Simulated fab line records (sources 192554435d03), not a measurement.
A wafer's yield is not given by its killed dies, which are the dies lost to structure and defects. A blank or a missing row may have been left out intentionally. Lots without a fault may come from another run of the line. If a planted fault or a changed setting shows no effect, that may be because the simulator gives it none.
Which tool is to blame? ; flow n5 finfet ; 24 lots, 72 wafers sampled, at 6 steps of a route of 1938

## WHAT EACH GAUGE READ, for each wafer
N5_MOL_CONTACT_COAG_CD_MEAS_08 targets a cd of 28 nm.
lot;measured;on;cd nm (nm)
L074;day 4 18:41;cd sem-03;27.59 28.61 27.78
L075;day 4 23:49;cd sem-02;28.08 27.79 28.00
L076;day 5 07:25;cd sem-01;28.38 28.03 28.40
L077;day 5 10:58;cd sem-03;28.35 27.80 28.13
L078;day 5 18:41;cd sem-02;27.74 27.79 27.80
L079;day 5 21:28;cd sem-02;27.96 28.15 28.25
L080;day 6 05:58;cd sem-03;28.17 27.71 27.86
L081;day 6 11:44;cd sem-02;28.19 28.14 28.08
L082;day 6 17:55;cd sem-03;28.09 28.37 28.60
L083;day 6 21:47;cd sem-03;28.21 28.03 27.79
L084;day 7 04:42;cd sem-01;27.97 28.26 28.26
L085;day 7 09:29;cd sem-01;27.54 28.01 27.63
L086;day 7 20:10;cd sem-03;27.61 27.66 28.06
L087;day 8 01:42;cd sem-02;28.20 28.18 27.84
L088;day 8 05:35;cd sem-01;27.74 28.09 28.24
L089;day 8 10:30;cd sem-02;28.10 28.20 28.17
L090;day 8 16:05;cd sem-02;27.86 27.91 28.27
L091;day 8 22:05;cd sem-03;27.82 27.54 27.84
L092;day 9 05:54;cd sem-02;28.36 27.75 27.96
L093;day 9 16:33;cd sem-03;28.00 28.11 28.13
L094;day 9 18:03;cd sem-02;28.39 28.10 27.66
L095;day 10 05:22;cd sem-03;28.05 27.80 27.90
L096;day 10 06:13;cd sem-03;28.00 28.25 28.18
L097;day 10 13:25;cd sem-01;27.87 27.75 27.80

N5_MOL_CONTACT_COAG_OVL_MEAS_85.
lot;measured;on;VG_OVL (nm)
L074;day 5 03:48;overlay-02;0.8 0.5 0.7
L075;day 5 09:53;overlay-02;0.3 0.4 0.8
L076;day 5 17:22;overlay-02;-1.0 -0.9 -0.9
L077;day 5 21:04;overlay-02;-0.9 0.0 -0.4
L078;day 6 04:11;overlay-01;-0.8 -0.5 -0.3
L079;day 6 07:35;overlay-02;-0.4 -0.9 0.1
L080;day 6 15:39;overlay-02;-0.4 -0.2 -1.2
L081;day 7 00:21;overlay-01;-0.5 0.8 -0.7
L082;day 7 02:51;overlay-01;0.0 0.0 0.0
L083;day 7 06:57;overlay-01;-0.6 0.4 0.5
L084;day 7 13:17;overlay-01;-0.4 -0.6 -0.3
L085;day 7 18:29;overlay-01;-0.8 -1.2 -0.3
L086;day 8 13:17;overlay-02;0.2 -0.5 0.0
L087;day 8 15:11;overlay-02;0.7 0.9 0.1
L088;day 8 21:56;overlay-01;-0.7 0.1 -0.3
L089;day 8 21:34;overlay-02;-0.7 -0.3 -0.4
L090;day 9 02:16;overlay-02;0.2 -0.5 0.8
L091;day 9 08:40;overlay-02;0.0 0.1 -0.2
L092;day 9 16:41;overlay-01;1.1 0.1 0.1
L093;day 10 03:39;overlay-02;0.1 -0.2 -0.8
L094;day 10 04:15;overlay-01;0.0 0.3 -0.2
L095;day 10 16:11;overlay-01;0.3 0.1 -0.1
L096;day 10 16:49;overlay-01;-0.1 -0.7 0.2
L097;day 10 22:47;overlay-01;-0.4 0.3 0.2

## TOOL THAT RAN EACH LOT (tool first, then ch and the chambers of the sampled wafers, then the start)
lot;N5_GATE_CUT_DESCUM_18;N5_GATE_CUT_VAPOR_ETCH_51;N5_MOL_CONTACT_COAG_ETCH_15;N5_MOL_CONTACT_COAG_SIL_ANNEAL_21
L074;rie diel-06 ch 0,1,3, day 4 14:54;rie metal-01 ch 0,1, day 4 15:32;rie diel-03 ch 0,1,2, day 4 19:02;rtp anneal-02 ch 0, day 4 20:22
L075;rie diel-06 ch 1,3, day 4 20:10;rie metal-02 ch 0,1, day 4 20:47;rie diel-03 ch 0,1,2, day 5 00:21;rtp anneal-02 ch 0, day 5 02:00
L076;rie diel-02 ch 0,2, day 5 03:40;rie metal-02 ch 0,1, day 5 04:19;rie diel-01 ch 0,1,3, day 5 07:46;rtp anneal-02 ch 0, day 5 10:02
L077;rie diel-02 ch 1,2,3, day 5 07:14;rie metal-01 ch 0,1, day 5 07:52;rie diel-01 ch 0,1,3, day 5 11:19;rtp anneal-01 ch 0, day 5 13:12
L078;rie diel-02 ch 0,1,2, day 5 14:44;rie metal-02 ch 0,1, day 5 15:22;rie diel-03 ch 0,1,2, day 5 19:04;rtp anneal-01 ch 0, day 5 21:16
L079;rie diel-04 ch 0,1,3, day 5 17:08;rie metal-02 ch 1, day 5 18:02;rie diel-01 ch 0,1,2, day 5 21:53;rtp anneal-01 ch 0, day 5 23:43
L080;rie diel-04 ch 2,3, day 6 02:04;rie metal-02 ch 0,1, day 6 02:42;rie diel-05 ch 0,3, day 6 06:45;rtp anneal-01 ch 0, day 6 09:13
L081;rie diel-04 ch 0,1,3, day 6 08:04;rie metal-01 ch 0,1, day 6 08:42;rie diel-01 ch 0,3, day 6 12:08;rtp anneal-01 ch 0, day 6 17:21
L082;rie diel-02 ch 0,1, day 6 14:15;rie metal-03 ch 0,1, day 6 14:53;rie diel-05 ch 0,2, day 6 18:19;rtp anneal-01 ch 0, day 6 19:47
L083;rie diel-04 ch 0,1, day 6 18:01;rie metal-02 ch 0,1, day 6 18:38;rie diel-01 ch 0,2, day 6 22:08;rtp anneal-01 ch 0, day 6 23:34
L084;rie diel-04 ch 0,1,2, day 7 00:53;rie metal-03 ch 0,1, day 7 01:30;rie diel-01 ch 0,1,2, day 7 05:39;rtp anneal-01 ch 0, day 7 06:56
L085;rie diel-02 ch 0,1,3, day 7 05:49;rie metal-02 ch 1, day 7 06:26;rie diel-01 ch 1,3, day 7 11:05;rtp anneal-01 ch 0, day 7 12:29
L086;rie diel-04 ch 1,2, day 7 16:23;rie metal-03 ch 0,1, day 7 17:01;rie diel-01 ch 0,1,3, day 7 20:31;rtp anneal-01 ch 0, day 8 05:30
L087;rie diel-02 ch 0,1, day 7 21:46;rie metal-01 ch 1, day 7 22:40;rie diel-03 ch 0,1,2, day 8 02:04;rtp anneal-01 ch 0, day 8 06:02
L088;rie diel-02 ch 0,2,3, day 8 01:56;rie metal-02 ch 0, day 8 02:34;rie diel-03 ch 0,2, day 8 05:56;rtp anneal-02 ch 0, day 8 15:08
L089;rie diel-04 ch 0,1, day 8 06:37;rie metal-02 ch 0,1, day 8 07:20;rie diel-01 ch 2,3, day 8 10:50;rtp anneal-02 ch 0, day 8 14:58
L090;rie diel-04 ch 0,1,3, day 8 12:26;rie metal-02 ch 0,1, day 8 13:04;rie diel-05 ch 0,2, day 8 16:43;rtp anneal-02 ch 0, day 8 17:58
L091;rie diel-06 ch 1,2,3, day 8 17:58;rie metal-01 ch 0,1, day 8 18:37;rie diel-01 ch 0,1,2, day 8 22:44;rtp anneal-02 ch 0, day 9 00:06
L092;rie diel-06 ch 0,3, day 9 02:13;rie metal-03 ch 0,1, day 9 02:51;rie diel-01 ch 0,1,2, day 9 06:19;rtp anneal-02 ch 0, day 9 08:52
L093;rie diel-04 ch 0,1,3, day 9 12:53;rie metal-01 ch 0,1, day 9 13:32;rie diel-03 ch 0,1, day 9 16:53;rtp anneal-01 ch 0, day 9 18:06
L094;rie diel-04 ch 0,1,3, day 9 14:23;rie metal-01 ch 1, day 9 15:02;rie diel-05 ch 0,2,3, day 9 18:53;rtp anneal-01 ch 0, day 9 20:53
L095;rie diel-04 ch 1,2, day 10 01:26;rie metal-02 ch 0,1, day 10 02:04;rie diel-01 ch 0,1, day 10 05:56;rtp anneal-02 ch 0, day 10 07:18
L096;rie diel-04 ch 0,2,3, day 10 02:19;rie metal-03 ch 0,1, day 10 02:56;rie diel-05 ch 1,2,3, day 10 06:33;rtp anneal-01 ch 0, day 10 08:50
L097;rie diel-04 ch 0,1,3, day 10 08:53;rie metal-03 ch 0,1, day 10 09:31;rie diel-01 ch 0,2, day 10 13:46;rtp anneal-02 ch 0, day 10 15:18
- N5_GATE_CUT_DESCUM_18: chemistry O2, time 7 s.
- N5_GATE_CUT_VAPOR_ETCH_51: etches HfO2 in BCl3/Cl2.
- N5_MOL_CONTACT_COAG_ETCH_15: etches SiNx in CH3F/O2, stops on Si:P, target depth 7 nm.
- N5_MOL_CONTACT_COAG_SIL_ANNEAL_21: time 60 s.

## AS READ BY THE TOOLS THEMSELVES (means over the sampled wafers that have a number; for cases with no such wafer, the mark the record gives instead)
N5_GATE_CUT_DESCUM_18.
lot;tool;drypump motor current A (A);oes product au (a.u.);rf vpp V (V);showerhead plenum p Torr (Torr);throttle valve pct (%)
L074;rie diel-06;5.5;0.72;243.4;2.10;20.40
L075;rie diel-06;5.8;0.74;243.7;2.14;20.58
L076;rie diel-02;5.7;0.72;242.3;2.11;20.65
L077;rie diel-02;5.7;0.76;244.2;2.15;20.42
L078;rie diel-02;5.8;0.74;244.5;2.12;20.55
L079;rie diel-04;5.5;0.82;244.1;2.16;20.39
L080;rie diel-04;5.1;0.87;243.5;2.08;20.50
L081;rie diel-04;5.5;0.81;244.2;2.15;20.41
L082;rie diel-02;5.6;0.78;242.3;2.09;20.44
L083;rie diel-04;5.4;0.79;244.2;2.14;20.34
L084;rie diel-04;5.4;0.82;243.2;2.11;20.41
L085;rie diel-02;5.3;0.76;244.5;2.12;20.42
L086;rie diel-04;5.7;0.80;242.9;2.15;20.45
L087;rie diel-02;5.6;0.77;242.8;2.09;20.44
L088;rie diel-02;5.5;0.82;243.1;2.14;20.46
L089;rie diel-04;5.4;0.78;243.3;2.13;20.37
L090;rie diel-04;5.5;0.80;243.6;2.15;20.42
L091;rie diel-06;5.8;0.82;242.8;2.11;20.57
L092;rie diel-06;5.8;0.86;243.0;2.05;20.19
L093;rie diel-04;5.5;0.79;243.6;2.15;20.43
L094;rie diel-04;5.5;0.80;243.3;2.15;20.43
L095;rie diel-04;5.7;0.77;243.6;2.14;20.48
L096;rie diel-04;5.1;0.83;242.7;2.09;20.46
L097;rie diel-04;5.5;0.78;244.2;2.15;20.45

N5_GATE_CUT_VAPOR_ETCH_51.
lot;tool;drypump motor current A (A);oes product au (a.u.)
L074;rie metal-01;6.23;0.70
L075;rie metal-02;6.06;0.77
L076;rie metal-02;6.06;0.79
L077;rie metal-01;6.26;0.69
L078;rie metal-02;6.04;0.77
L079;rie metal-02;6.29;0.67
L080;rie metal-02;6.07;0.77
L081;rie metal-01;6.25;0.68
L082;rie metal-03;5.90;0.77
L083;rie metal-02;6.05;0.76
L084;rie metal-03;5.88;0.77
L085;rie metal-02;6.28;0.67
L086;rie metal-03;5.89;0.76
L087;rie metal-01;6.39;0.72
L088;rie metal-02;5.62;0.93
L089;rie metal-02;5.86;0.84
L090;rie metal-02;6.08;0.75
L091;rie metal-01;6.10;0.90
L092;rie metal-03;5.91;0.91
L093;rie metal-01;6.10;0.89
L094;rie metal-01;6.39;0.71
L095;rie metal-02;6.04;0.75
L096;rie metal-03;5.91;0.89
L097;rie metal-03;5.91;0.89

N5_MOL_CONTACT_COAG_ETCH_15.
lot;tool;drypump motor current A (A);oes_ar_750_au (a.u.);oes product au (a.u.);rf vpp V (V);showerhead plenum p Torr (Torr);throttle valve pct (%)
L074;rie diel-03;5.8;0.71;0.52;297;2.02;16.44
L075;rie diel-03;5.8;0.71;0.52;297;2.02;16.46
L076;rie diel-01;5.6;0.82;0.60;299;2.02;16.41
L077;rie diel-01;5.6;0.82;0.60;298;2.01;16.41
L078;rie diel-03;5.8;0.71;0.51;297;2.01;16.47
L079;rie diel-01;5.6;0.88;0.65;304;2.06;16.10
L080;rie diel-05;6.1;0.72;0.52;288;1.90;16.31
L081;rie diel-01;5.5;0.72;0.54;293;1.96;16.73
L082;rie diel-05;6.1;0.72;0.53;293;1.95;16.40
L083;rie diel-01;5.3;0.82;0.61;303;2.08;16.17
L084;rie diel-01;5.6;0.86;0.64;304;2.06;16.13
L085;rie diel-01;5.8;0.95;0.70;298;2.11;16.37
L086;rie diel-01;5.6;0.87;0.64;300;2.09;16.30
L087;rie diel-03;5.8;0.68;0.51;297;2.00;16.52
L088;rie diel-03;5.9;0.69;0.51;299;2.04;16.64
L089;rie diel-01;5.6;0.89;0.66;300;2.07;16.24
L090;rie diel-05;6.1;0.73;0.53;298;2.02;16.50
L091;rie diel-01;5.6;0.83;0.62;303;2.05;16.16
L092;rie diel-01;5.6;0.83;0.61;303;2.05;16.17
L093;rie diel-03;6.2;0.79;0.58;298;2.03;16.30
L094;rie diel-05;6.1;0.72;0.52;292;1.95;16.42
L095;rie diel-01;5.8;0.83;0.61;304;2.06;16.17
L096;rie diel-05;5.9;0.70;0.52;294;1.97;16.51
L097;rie diel-01;5.4;0.81;0.60;303;2.04;16.19

N5_MOL_CONTACT_COAG_SIL_ANNEAL_21.
lot;tool;lamp power pct (%);lamp_zone_1_pct (%);wafer_temp_C_max
L074;rtp anneal-02;7.7;7.7;552.1
L075;rtp anneal-02;7.8;7.8;551.6
L076;rtp anneal-02;7.8;7.7;552.0
L077;rtp anneal-01;6.4;6.4;551.5
L078;rtp anneal-01;6.4;6.4;551.9
L079;rtp anneal-01;6.4;6.4;552.1
L080;rtp anneal-01;6.4;6.4;551.9
L081;rtp anneal-01;6.4;6.4;552.2
L082;rtp anneal-01;6.4;6.4;551.7
L083;rtp anneal-01;6.4;6.4;551.8
L084;rtp anneal-01;6.4;6.4;552.0
L085;rtp anneal-01;6.4;6.4;551.8
L086;rtp anneal-01;6.4;6.4;551.4
L087;rtp anneal-01;6.4;6.4;551.8
L088;rtp anneal-02;7.8;7.8;551.5
L089;rtp anneal-02;7.7;7.7;551.8
L090;rtp anneal-02;7.8;7.7;551.6
L091;rtp anneal-02;7.8;7.7;551.9
L092;rtp anneal-02;7.8;7.8;551.6
L093;rtp anneal-01;6.4;6.4;552.1
L094;rtp anneal-01;6.4;6.4;552.2
L095;rtp anneal-02;7.8;7.8;551.7
L096;rtp anneal-01;6.5;6.4;551.5
L097;rtp anneal-02;7.8;7.8;551.4

## THE ANSWER, worked out from the rows above alone
Rule: the usual values come from the lots themselves. Put in order of their means at a reading, lots are off if they are a third of the lots or fewer, leave a main group of 4 or more, and stand apart from it by a gap of 3 or more times the standard deviation of the main group's means; of several such gaps the widest counts. Not used: any main group whose means are identical at the precision the tables above print for the reading. A lot without any number at a reading at which 4 lots or more have one is off too. All remaining lots with rows at the step are treated as sound. After the gauges, taken in route order, come the tools' own readings; for these a lot's mean is taken, as printed above. The first step at which some lot is off is used, and at that step the reading that is off furthest; a lot without a number counts as furthest.
No lot is off on any of the readings shown, so nothing can be concluded from this.

## WHAT WAS PUT IN BY THE SIMULATOR
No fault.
